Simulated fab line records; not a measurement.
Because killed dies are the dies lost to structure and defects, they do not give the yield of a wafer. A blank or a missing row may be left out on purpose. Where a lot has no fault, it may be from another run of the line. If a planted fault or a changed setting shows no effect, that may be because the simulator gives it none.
Which tool was responsible? + flow n5_finfet + Sampling: 8 lots, 24 wafers, 9 of 1938 route steps

== WHAT EACH GAUGE READ, for each wafer ==
N5_DUMMY_GATE_INSPECT_27: inspects for defects (brightfield).
| lot  | measured    | on                | raw_defect_count |
|------|-------------|-------------------|------------------|
| L741 | day 3 20:20 | defect_inspect-02 | 239 216 214      |
| L745 | day 4 11:47 | defect_inspect-02 | 254 248 350      |
| L749 | day 5 14:14 | defect_inspect-02 | 891 900 905      |
| L750 | day 6 02:58 | defect_inspect-02 | 1084 936 964     |
| L755 | day 7 00:43 | defect_inspect-02 | 435 390 393      |
| L757 | day 7 17:23 | defect_inspect-02 | 249 253 309      |
| L759 | day 8 00:43 | defect_inspect-02 | 184 156 178      |
| L761 | day 8 15:20 | defect_inspect-02 | 340 179 275      |

N5_SPACER0_INSPECT_04: inspects for defects (darkfield).
| lot  | measured    | on                | raw_defect_count |
|------|-------------|-------------------|------------------|
| L741 | day 3 21:32 | defect_inspect-02 | 102 81 98        |
| L745 | day 4 12:29 | defect_inspect-01 | 134 115 154      |
| L749 | day 5 14:50 | defect_inspect-01 | 783 758 757      |
| L750 | day 6 03:35 | defect_inspect-02 | 871 772 820      |
| L755 | day 7 02:24 | defect_inspect-01 | 194 213 171      |
| L757 | day 7 18:00 | defect_inspect-01 | 106 107 115      |
| L759 | day 8 01:20 | defect_inspect-01 | 93 88 87         |
| L761 | day 8 15:56 | defect_inspect-01 | 129 92 133       |

N5_SD_EPI_N_INSPECT_11: inspects for defects (macro).
| lot  | measured    | on                | raw_defect_count |
|------|-------------|-------------------|------------------|
| L741 | day 3 21:59 | defect_inspect-01 | 0 0 3            |
| L745 | day 4 12:56 | defect_inspect-02 | 4 1 6            |
| L749 | day 5 15:18 | defect_inspect-02 | >300 >300 >300   |
| L750 | day 6 03:55 | defect_inspect-02 | >300 >300 >300   |
| L755 | day 7 02:51 | defect_inspect-01 | 3 1 1            |
| L757 | day 7 18:19 | defect_inspect-02 | 2 1 0            |
| L759 | day 8 01:47 | defect_inspect-02 | 2 0 1            |
| L761 | day 8 16:16 | defect_inspect-02 | 2 2 3            |

N5_SD_EPI_N_INSPECT_26: inspects for defects (darkfield).
| lot  | measured    | on                | raw_defect_count |
|------|-------------|-------------------|------------------|
| L741 | day 4 02:08 | defect_inspect-01 | 175 161 178      |
| L745 | day 4 17:51 | defect_inspect-01 | 200 202 193      |
| L749 | day 5 19:29 | defect_inspect-02 | 882 830 795      |
| L750 | day 6 08:10 | defect_inspect-02 | 966 792 898      |
| L755 | day 7 09:14 | defect_inspect-02 | 253 277 242      |
| L757 | day 7 22:40 | defect_inspect-02 | 148 151 160      |
| L759 | day 8 06:47 | defect_inspect-02 | 257 214 201      |
| L761 | day 8 20:19 | defect_inspect-01 | 240 147 179      |

N5_BEOL_M4_RC_MEAS_101.
| lot  | measured     | on        | DIBL_N (mV/V)  | DIBL_P (mV/V)  | IOFF_N (nA/um)    | IOFF_P (nA/um) | ION_N (uA/um) | ION_P (uA/um) | SS_N (mV/dec)  | SS_P (mV/dec)  | VT_N (mV)   | VT_P (mV)      |
|------|--------------|-----------|----------------|----------------|-------------------|----------------|---------------|---------------|----------------|----------------|-------------|----------------|
| L741 | day 8 12:00  | prober-01 | 34.8 35.9 33.8 | 36.8 38.6 35.6 | 0.153 0.169 0.124 | 0.19 0.20 0.17 | 687 676 654   | 462 455 454   | 71.7 72.1 71.4 | 73.5 73.4 72.9 | 252 252 260 | -255 -253 -256 |
| L745 | day 9 04:26  | prober-02 | 36.4 35.6 36.7 | 36.1 37.0 38.0 | 0.144 0.144 0.158 | 0.17 0.18 0.20 | 659 665 668   | 444 452 459   | 72.3 71.3 71.3 | 72.7 72.4 73.1 | 252 250 251 | -258 -254 -252 |
| L749 | day 10 14:43 | prober-01 | 36.8 38.7 37.9 | 37.4 39.8 38.5 | 0.169 0.216 0.199 | 0.20 0.25 0.23 | 676 690 692   | 460 467 472   | 71.2 72.4 71.8 | 72.9 74.5 74.5 | 247 246 245 | -252 -249 -250 |
| L750 | day 10 20:29 | prober-01 | 37.3 34.3 36.1 | 35.7 32.8 35.5 | 0.166 0.124 0.151 | 0.25 0.20 0.24 | 657 670 660   | 460 469 459   | 72.1 70.5 71.3 | 73.9 72.4 73.4 | 250 252 250 | -248 -249 -249 |
| L755 | day 11 17:46 | prober-02 | 36.0 37.8 35.8 | 33.6 36.3 34.2 | 0.126 0.148 0.125 | 0.16 0.20 0.17 | 662 673 663   | 457 454 459   | 71.7 71.1 71.1 | 72.8 73.7 73.1 | 252 251 254 | -255 -251 -252 |
| L757 | day 12 13:02 | prober-02 | 35.2 36.1 35.1 | 34.7 35.8 34.6 | 0.118 0.131 0.127 | 0.16 0.18 0.16 | 661 667 680   | 454 457 464   | 71.2 71.2 70.7 | 73.4 73.6 73.3 | 254 255 251 | -257 -252 -255 |
| L759 | day 12 19:22 | prober-01 | 35.7 33.7 36.3 | 34.9 32.6 35.9 | 0.132 0.110 0.150 | 0.20 0.17 0.21 | 672 651 664   | 465 454 453   | 72.0 70.9 71.7 | 73.4 72.2 73.2 | 254 254 252 | -250 -249 -248 |
| L761 | day 13 12:37 | prober-02 | 36.8 38.7 39.1 | 35.2 38.1 38.4 | 0.157 0.199 0.213 | 0.21 0.26 0.27 | 681 683 697   | 468 467 475   | 70.7 71.9 72.5 | 73.0 73.8 74.2 | 253 245 244 | -250 -244 -248 |

== WHICH TOOL RAN EACH LOT (tool, then ch and the chambers of the sampled wafers, then the start) ==
| lot  | N5_DUMMY_GATE_DESCUM_20           | N5_DUMMY_GATE_ETCH_23           | N5_DUMMY_GATE_ETCH_44           | N5_DUMMY_GATE_PRECLEAN_25          |
|------|-----------------------------------|---------------------------------|---------------------------------|------------------------------------|
| L741 | rie_diel-01 ch 1,3, day 3 19:10   | rie_si-06 ch 0,1,3, day 3 19:53 | rie_si-06 ch 0,1,3, day 3 19:56 | wet_bench-04 ch 2,6,7, day 3 20:14 |
| L745 | rie_diel-04 ch 0,1,2, day 4 10:37 | rie_si-06 ch 1,2,3, day 4 11:19 | rie_si-06 ch 1,2,3, day 4 11:23 | wet_bench-05 ch 1,4,7, day 4 11:41 |
| L749 | rie_diel-04 ch 1,2, day 5 12:32   | rie_si-03 ch 0,1, day 5 13:29   | rie_si-03 ch 0,1, day 5 13:32   | wet_bench-04 ch 5,6,7, day 5 14:08 |
| L750 | rie_diel-03 ch 0,2,3, day 6 01:28 | rie_si-06 ch 1,3, day 6 02:20   | rie_si-06 ch 1,3, day 6 02:24   | wet_bench-04 ch 0,6,7, day 6 02:53 |
| L755 | rie_diel-01 ch 0,1,3, day 6 23:14 | rie_si-03 ch 2,3, day 7 00:15   | rie_si-03 ch 2,3, day 7 00:18   | wet_bench-01 ch 0,3,7, day 7 00:36 |
| L757 | rie_diel-04 ch 0,2,3, day 7 15:47 | rie_si-05 ch 0,1,3, day 7 16:30 | rie_si-05 ch 0,1,3, day 7 16:33 | wet_bench-05 ch 1,3,4, day 7 17:17 |
| L759 | rie_diel-01 ch 1,2,3, day 7 23:34 | rie_si-03 ch 0,1,2, day 8 00:16 | rie_si-03 ch 0,1,2, day 8 00:20 | wet_bench-05 ch 1,2,5, day 8 00:37 |
| L761 | rie_diel-03 ch 1,2,3, day 8 14:01 | rie_si-03 ch 0,1,3, day 8 14:46 | rie_si-03 ch 0,1,3, day 8 14:49 | wet_bench-05 ch 5,6,7, day 8 15:14 |
- N5_DUMMY_GATE_DESCUM_20: chemistry O2, time 6.2 s.
- N5_DUMMY_GATE_ETCH_23: etches poly-Si in HBr/Cl2/O2, target depth 41 nm, time 22.3 s.
- N5_DUMMY_GATE_ETCH_44: etches poly-Si in HBr/O2, stops on SiO2, target depth 127.5 nm.
- N5_DUMMY_GATE_PRECLEAN_25: cleans in O3/DIW, time 45 s.

== WHAT THE TOOLS THEMSELVES READ (means of the sampled wafers that have a number; where no wafer has one, the mark that the record gives instead) ==
N5_DUMMY_GATE_DESCUM_20.
| lot  | tool        | drypump_motor_current_A (A) | oes_product_au (a.u.) | rf_vpp_V (V) | showerhead_plenum_p_Torr (Torr) | throttle_valve_pct (%) |
|------|-------------|-----------------------------|-----------------------|--------------|---------------------------------|------------------------|
| L741 | rie_diel-01 | 5.9                         | 0.89                  | 242.9        | 2.09                            | 20.1                   |
| L745 | rie_diel-04 | 5.5                         | 0.72                  | 243.1        | 2.09                            | 20.4                   |
| L749 | rie_diel-04 | 5.9                         | 0.72                  | 243.7        | 2.15                            | 20.3                   |
| L750 | rie_diel-03 | 5.5                         | 0.76                  | 243.5        | 2.13                            | 20.7                   |
| L755 | rie_diel-01 | 5.7                         | 0.78                  | 243.3        | 2.10                            | 20.4                   |
| L757 | rie_diel-04 | 5.5                         | 0.72                  | 243.2        | 2.09                            | 20.6                   |
| L759 | rie_diel-01 | 6.0                         | 0.78                  | 242.6        | 2.08                            | 20.4                   |
| L761 | rie_diel-03 | 5.5                         | 0.74                  | 242.5        | 2.10                            | 20.7                   |

N5_DUMMY_GATE_ETCH_23.
| lot  | tool      | drypump_motor_current_A (A) | oes_product_au (a.u.) | throttle_valve_pct (%) |
|------|-----------|-----------------------------|-----------------------|------------------------|
| L741 | rie_si-06 | 5.9                         | 0.991                 | 37.4                   |
| L745 | rie_si-06 | 5.9                         | 1.005                 | 37.4                   |
| L749 | rie_si-03 | 5.9                         | 1.003                 | 37.0                   |
| L750 | rie_si-06 | 6.0                         | 0.997                 | 37.6                   |
| L755 | rie_si-03 | 5.6                         | 1.025                 | 36.7                   |
| L757 | rie_si-05 | 5.4                         | 0.988                 | 37.2                   |
| L759 | rie_si-03 | 6.0                         | 1.011                 | 36.9                   |
| L761 | rie_si-03 | 5.7                         | 1.012                 | 36.9                   |

N5_DUMMY_GATE_ETCH_44.
| lot  | tool      | drypump_motor_current_A (A) | oes_product_au (a.u.) | throttle_valve_pct (%) |
|------|-----------|-----------------------------|-----------------------|------------------------|
| L741 | rie_si-06 | 5.9                         | 0.729                 | 18.64                  |
| L745 | rie_si-06 | 5.9                         | 0.734                 | 18.65                  |
| L749 | rie_si-03 | 5.9                         | 0.732                 | 18.38                  |
| L750 | rie_si-06 | 6.0                         | 0.740                 | 18.75                  |
| L755 | rie_si-03 | 5.5                         | 0.749                 | 18.33                  |
| L757 | rie_si-05 | 5.4                         | 0.725                 | 18.49                  |
| L759 | rie_si-03 | 6.0                         | 0.737                 | 18.43                  |
| L761 | rie_si-03 | 5.7                         | 0.740                 | 18.36                  |

== THE ANSWER, worked out from the rows above alone ==
Rule: the lots themselves supply what counts as usual. The widest of any qualifying gaps counts: lots, ordered by their means at a reading, are off when they make up no more than a third of the lots, leave a main group of 4 or more, and stand apart from it by 3 or more times the standard deviation of that group's means. A main group whose means are all the same, to the digits that the tables above print for the reading, isn't used. A lot without any number at a reading at which 4 lots or more have one is off too. Where the step has rows for the other lots, those lots are counted as sound. The gauges are gone through in route order, then the tools' own readings, and for those a lot's mean is taken as printed above. The first step at which some lot is off is used, and at that step the reading that is off furthest; a lot without a number counts as furthest.
Off: L749, L750, at N5_DUMMY_GATE_INSPECT_27 (raw_defect_count). For the main group the mean is 270 and the standard deviation 71.
If a tool, at a process step before that reading, ran all the lots that are off and no sound lot after the first of them, it fits. The gauges at N5_DUMMY_GATE_INSPECT_27 aren't tried: what is off there is off at N5_DUMMY_GATE_DESCUM_20 too, on other tools, and a gauge's error can't cause that. One candidate fits, namely wet_bench-04 at N5_DUMMY_GATE_PRECLEAN_25. A fault onset in the window from L741 (day 3 20:14, its last sound lot) to L749 (day 5 14:08, its first lot off) fits.

== WHAT THE SIMULATOR PUT IN ==
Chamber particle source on wet_bench-04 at N5_DUMMY_GATE_PRECLEAN_25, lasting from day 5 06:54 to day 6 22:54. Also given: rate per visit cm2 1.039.
Struck lots among those shown: L749, L750. Same finding as the rule above.
